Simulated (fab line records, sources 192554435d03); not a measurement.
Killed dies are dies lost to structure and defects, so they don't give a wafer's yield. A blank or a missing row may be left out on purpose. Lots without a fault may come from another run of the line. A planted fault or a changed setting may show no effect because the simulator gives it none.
fab line records | flow n5_finfet | part 2 of 2: steps 21 to 29 of 29
record lots=5 wafers=15 last_day=18
route steps=1938 shown BEOL_M3@933
lots that met no fault: from a run of the same line without faults
start_h: hours from the record's first day to the start of the lot's first wafer shown | wait_h: hours since the lot's step before | " the same as in the row above | L1.1+2: a row that stands for several wafers | - no value, or no start given | * or withheld: withheld | < > ~ a bound
route shown NAME@n: a module of which the file shows steps, and the number in the route of the first | usual: mean/standard deviation of fault-free wafers | same: alike in all rows | chamber/n: place in a boat | sites: the reading at each site | _std_site: their standard deviation | _edge_site: outer sites' mean less inner sites' | radius_mm: how far each site lies from the wafer's centre | mask NAME#n: copy n | behind: the tool/chamber that last shaped the wafer | hold: why the lot was held/for how many hours/how that ended | device: the transistor (n, p or np) that didn't switch | end of line: the same wafers' tests at the end of the route | a step without rows: its recipe alone | killed: dies lost to structure and defects at the first sort, not the wafer's yield | map: a wafer's dies, x killed, . not, _ none there
set.NAME: the setting as run; set.NAME@STEP: as run at that earlier step | model.NAME: the simulator's own value behind a step, which no gauge read
lots at some steps of the route; a table a step, a row a wafer
services: from which hour (start_h, from the record's first day; less than 0 if before it) a tool's chamber was out of use, for how many hours, and why
## steps
# step N5_BEOL_M3_STRIP_66
# recipe chemistry=CF4 resist=SiARC power_w=300 bias_power_w=75 pressure_mtorr=50 cf4_flow_sccm=150 rf_frequency_hz=6e+07
# usual chamber_pressure_mTorr=50.00/0.046 drypump_motor_current_A=5.9/0.33 oes_product_au=0.78/0.076 power_w=300.0/0.92 rf_vpp_V=271.5/1.1 showerhead_plenum_p_Torr=1.809/0.028 throttle_valve_pct=13.61/0.22
# columns lot.wafer tool chamber start_h wait_h chamber_pressure_mTorr drypump_motor_current_A oes_product_au power_w rf_hours_counter_h rf_vpp_V showerhead_plenum_p_Torr throttle_valve_pct
L075.4 rie_diel-02 0 148.75 0.0 50.01 5.4 0.81 300.4 - 270.0 1.818 13.49
L075.5 " 3 " " 49.97 5.6 0.74 301.0 - 272.5 1.805 13.41
L075.6 " 1 " " 49.93 6.4 0.73 300.6 - 271.3 1.797 13.85
L084.2 rie_diel-01 3 197.03 0.0 49.99 5.8 0.78 300.4 118 269.2 1.742 13.82
L084.3 " 2 " " 49.97 5.5 0.68 299.8 218 273.1 1.855 13.98
L084.4 " 1 " " 50.02 5.9 0.68 300.6 - 271.2 1.774 13.75
L087.1 rie_diel-05 3 232.49 0.0 49.92 6.0 0.69 301.2 237 272.1 1.830 13.65
L087.4 " 1 " " 49.99 5.9 0.85 299.6 51 272.5 1.822 13.23
L087.6 " 0 " " 49.99 6.1 0.84 299.4 - 270.5 1.821 13.64
L092.4 rie_diel-01 0 246.54 0.0 50.05 6.3 0.94 298.8 - 272.9 1.837 13.10
L092.5 " 2 " " 49.97 5.5 0.67 301.8 - 272.2 1.850 14.01
L092.6 " 3 " " 49.96 5.8 0.76 300.7 - 270.1 1.738 13.86
L097.1 rie_diel-05 0 288.93 0.0 50.00 6.1 0.82 299.2 76 271.7 1.816 13.67
L097.3 " 1 " " 49.99 5.9 0.83 299.2 69 271.1 1.818 13.28
L097.6 " 2 " " 50.01 5.5 0.78 300.0 - 270.4 1.803 13.47
# step N5_BEOL_M3_HM_OPEN_17
# recipe chemistry=Cl2/BCl3 target_depth_a=200 overetch_a=60 target=TiN mask_material=SOC ion_energy_ev=150 pressure_mtorr=10 icp_w=1000 bias_w=126 Cl2_flow_sccm=53.25 bcl3_flow_sccm=21.75 Ar_flow_sccm=25
# usual bcl3_flow_sccm=21.76/0.065 chamber_pressure_mTorr=10.000/0.0088 drypump_motor_current_A=5.6/0.57 oes_product_au=0.69/0.093 throttle_valve_pct=21.96/0.16
# columns lot.wafer tool chamber start_h wait_h bcl3_flow_sccm chamber_pressure_mTorr drypump_motor_current_A oes_product_au rf_hours_counter_h throttle_valve_pct
L075.4 rie_metal-02 1 148.81 0.1 21.84 10.005 6.0 0.81 - 21.95
L075.5 " 1 " " 21.72 10.016 6.0 0.81 - 21.96
L075.6 " 0 " " 21.73 9.992 4.8 0.68 - 21.98
L084.2 rie_metal-01 1 197.07 0.0 21.81 10.008 5.2 0.68 34 21.81
L084.3 " 0 " " 21.75 9.994 6.4 0.56 - 22.09
L084.4 " 1 " " 21.80 10.006 5.2 0.69 - 21.80
L087.1 rie_metal-01 0 232.53 0.0 21.65 9.999 6.4 0.54 103 22.11
L087.4 " 1 " " 21.72 9.991 5.2 0.67 - 21.80
L087.6 " 0 " " 21.66 9.989 6.5 0.54 - 22.10
L092.4 rie_metal-02 1 246.60 0.1 21.73 9.991 6.0 0.77 - 21.98
L092.5 " 1 " " 21.64 10.005 6.0 0.77 - 21.98
L092.6 " 0 " " 21.68 9.992 4.8 0.67 - 22.00
L097.1 rie_metal-02 0 288.98 0.0 21.73 10.002 4.8 0.66 45 22.02
L097.3 " 1 " " 21.74 10.003 6.0 0.74 - 21.97
L097.6 " 1 " " 21.68 10.006 6.0 0.73 - 21.97
# step N5_BEOL_M3_STRIP_19
# recipe chemistry=O2 power_w=400 temp_c=40 pressure_mtorr=30 rf_frequency_hz=6e+07 bias_power_w=0 overash_fraction=0.2 o2_flow_sccm=225
# usual chamber_pressure_mTorr=29.998/0.028 drypump_motor_current_A=5.9/0.3 oes_product_au=0.77/0.089 rf_vpp_V=3.6/0.5 showerhead_plenum_p_Torr=2.11/0.047 throttle_valve_pct=16.70/0.23
# same overash_fraction=0.2
# columns lot.wafer tool chamber start_h wait_h chamber_pressure_mTorr drypump_motor_current_A oes_product_au rf_hours_counter_h rf_vpp_V showerhead_plenum_p_Torr throttle_valve_pct
L075.4 rie_diel-05 1 148.95 0.1 30.009 5.9 0.90 30 4.7 2.13 16.24
L075.5 " 3 " " 29.986 6.0 0.71 - 3.4 2.17 16.70
L075.6 " 0 " " 29.982 6.1 0.88 - 4.1 2.14 16.75
L084.2 rie_diel-05 3 197.18 0.1 30.046 6.0 0.70 225 3.7 2.16 16.74
L084.3 " 2 " " 30.024 5.5 0.82 67 2.9 2.13 16.58
L084.4 " 1 " " 30.039 5.9 0.88 43 3.2 2.13 16.29
L087.1 rie_diel-01 1 232.65 0.1 29.961 5.9 0.66 250 3.7 2.06 16.73
L087.4 " 3 " " 29.955 5.8 0.78 131 3.9 2.02 16.91
L087.6 " 2 " " 29.955 5.5 0.67 - 2.5 2.16 17.02
L092.4 rie_diel-05 2 246.68 0.1 29.964 5.5 0.80 82 4.5 2.12 16.61
L092.5 " 3 " " 29.995 6.0 0.69 - 4.1 2.16 16.75
L092.6 " 0 " " 29.986 6.0 0.84 - 3.6 2.13 16.81
L097.1 rie_diel-01 1 289.09 0.1 30.011 5.9 0.94 11 3.2 2.05 16.31
L097.3 " 0 " " 29.987 6.3 0.91 24 3.7 2.14 16.24
L097.6 " 3 " " 30.006 5.8 0.77 - 3.5 2.01 16.94
# step N5_BEOL_M3_CD_MEAS_18
# recipe pitch_nm=36 target_cd_nm=18
# usual cd_nm=18.04/0.28
# columns lot.wafer tool chamber start_h wait_h cd_nm
L075.4 cd_sem-01 - 149.03 0.1 17.51
L075.5 " - " " 17.99
L075.6 " - " " 18.44
L084.2 cd_sem-02 - 197.25 0.1 17.92
L084.3 " - " " 17.89
L084.4 " - " " 17.61
L087.1 cd_sem-02 - 232.72 0.0 18.24
L087.4 " - " " 17.93
L087.6 " - " " 18.33
L092.4 cd_sem-03 - 246.77 0.1 18.01
L092.5 " - " " 17.79
L092.6 " - " " 17.89
L097.1 cd_sem-02 - 289.16 0.0 18.14
L097.3 " - " " 18.04
L097.6 " - " " 17.71
# step N5_BEOL_M3_COAT_67
# recipe resist=SOC temp_c=250 time_s=60 spin_rpm=1500 resist_thk_nm=60
# usual dispense_pressure_kPa=51.5/1.3
# columns lot.wafer tool chamber start_h wait_h dispense_pressure_kPa
L075.4 litho_track-01 0 149.07 0.0 53.0
L075.5 " 0 " " 53.1
L075.6 " 0 " " 53.0
L084.2 litho_track-04 0 197.29 0.0 51.4
L084.3 " 0 " " 51.4
L084.4 " 0 " " 51.4
L087.1 litho_track-03 0 232.76 0.0 49.8
L087.4 " 0 " " 49.7
L087.6 " 0 " " 49.7
L092.4 litho_track-04 0 246.80 0.0 51.4
L092.5 " 0 " " 51.4
L092.6 " 0 " " 51.4
L097.1 litho_track-04 0 289.19 0.0 51.4
L097.3 " 0 " " 51.4
L097.6 " 0 " " 51.4
# step N5_BEOL_M3_COAT_68
# recipe resist=SiARC temp_c=220 time_s=60 spin_rpm=1500 resist_thk_nm=12
# usual dispense_pressure_kPa=51.5/1.3
# columns lot.wafer tool chamber start_h wait_h dispense_pressure_kPa
L075.4 litho_track-01 0 - - 53.0
L075.5 " 0 " " 53.0
L075.6 " 0 " " 53.0
L084.2 litho_track-04 0 - - 51.4
L084.3 " 0 " " 51.4
L084.4 " 0 " " 51.4
L087.1 litho_track-03 0 - - 49.8
L087.4 " 0 " " 49.8
L087.6 " 0 " " 49.8
L092.4 litho_track-04 0 - - 51.4
L092.5 " 0 " " 51.5
L092.6 " 0 " " 51.4
L097.1 litho_track-04 0 - - 51.4
L097.3 " 0 " " 51.4
L097.6 " 0 " " 51.4
# step N5_BEOL_M3_COAT_76
# recipe resist=underlayer temp_c=205 time_s=60 spin_rpm=1500 resist_thk_nm=5
# usual dispense_pressure_kPa=51.5/1.3
# columns lot.wafer tool chamber start_h wait_h dispense_pressure_kPa
L075.4 litho_track-01 0 - - 53.0
L075.5 " 0 " " 53.0
L075.6 " 0 " " 53.0
L084.2 litho_track-04 0 - - 51.4
L084.3 " 0 " " 51.4
L084.4 " 0 " " 51.4
L087.1 litho_track-03 0 - - 49.7
L087.4 " 0 " " 49.8
L087.6 " 0 " " 49.8
L092.4 litho_track-04 0 - - 51.4
L092.5 " 0 " " 51.4
L092.6 " 0 " " 51.4
L097.1 litho_track-04 0 - - 51.4
L097.3 " 0 " " 51.4
L097.6 " 0 " " 51.4
# step N5_BEOL_M3_COAT_22
# recipe resist=CAR-EUV spin_rpm=1500 resist_thk_nm=30
# usual dispense_pressure_kPa=51.5/1.3
# columns lot.wafer tool chamber start_h wait_h dispense_pressure_kPa
L075.4 litho_track-01 0 - - 53.1
L075.5 " 0 " " 53.1
L075.6 " 0 " " 53.1
L084.2 litho_track-04 0 - - 51.5
L084.3 " 0 " " 51.4
L084.4 " 0 " " 51.4
L087.1 litho_track-03 0 - - 49.7
L087.4 " 0 " " 49.7
L087.6 " 0 " " 49.7
L092.4 litho_track-04 0 - - 51.4
L092.5 " 0 " " 51.4
L092.6 " 0 " " 51.4
L097.1 litho_track-04 0 - - 51.4
L097.3 " 0 " " 51.4
L097.6 " 0 " " 51.4
# step N5_BEOL_M3_EBR_24
# recipe solvent=PGMEA ebr_width_mm=1.5
# columns lot.wafer tool chamber start_h wait_h
L075.4+5+6 litho_track-01 0 - -
L084.2+3+4 litho_track-04 0 - -
L087.1+4+6 litho_track-03 0 - -
L092.4+5+6 litho_track-04 0 - -
L097.1+3+6 litho_track-04 0 - -
## services
# columns tool chamber start_h hours kind
pecvd-04 - 127.70 0.8 pm
pvd_sputter-03 - 134.61 4.0 repair
pecvd-02 - 137.13 1.7 repair
rie_diel-01 3 147.65 1.5 repair
euv_scanner-01 - 153.15 1.0 pm
euv_scanner-01 - 162.59 5.8 pm
rie_metal-01 1 162.67 5.4 repair
euv_scanner-02 - 170.28 1.0 pm
euv_scanner-02 - 182.12 12.0 pm
rie_diel-02 3 191.01 10.1 repair
pecvd-04 - 200.20 0.3 repair
rie_metal-02 - 205.59 28.1 pm
euv_scanner-01 - 209.30 1.0 pm
rie_diel-05 1 210.89 6.7 repair
euv_scanner-02 - 226.43 1.0 pm
rie_metal-02 - 233.69 2.8 pm
rie_metal-02 0 249.11 16.4 repair
rie_metal-01 0 249.94 7.1 repair
euv_scanner-01 - 250.49 5.0 repair
pecvd-02 0 253.33 6.3 repair
euv_scanner-01 - 258.99 4.6 pm
euv_scanner-01 - 265.45 1.0 pm
rie_diel-02 - 275.29 0.6 repair
euv_scanner-02 - 282.58 1.0 pm
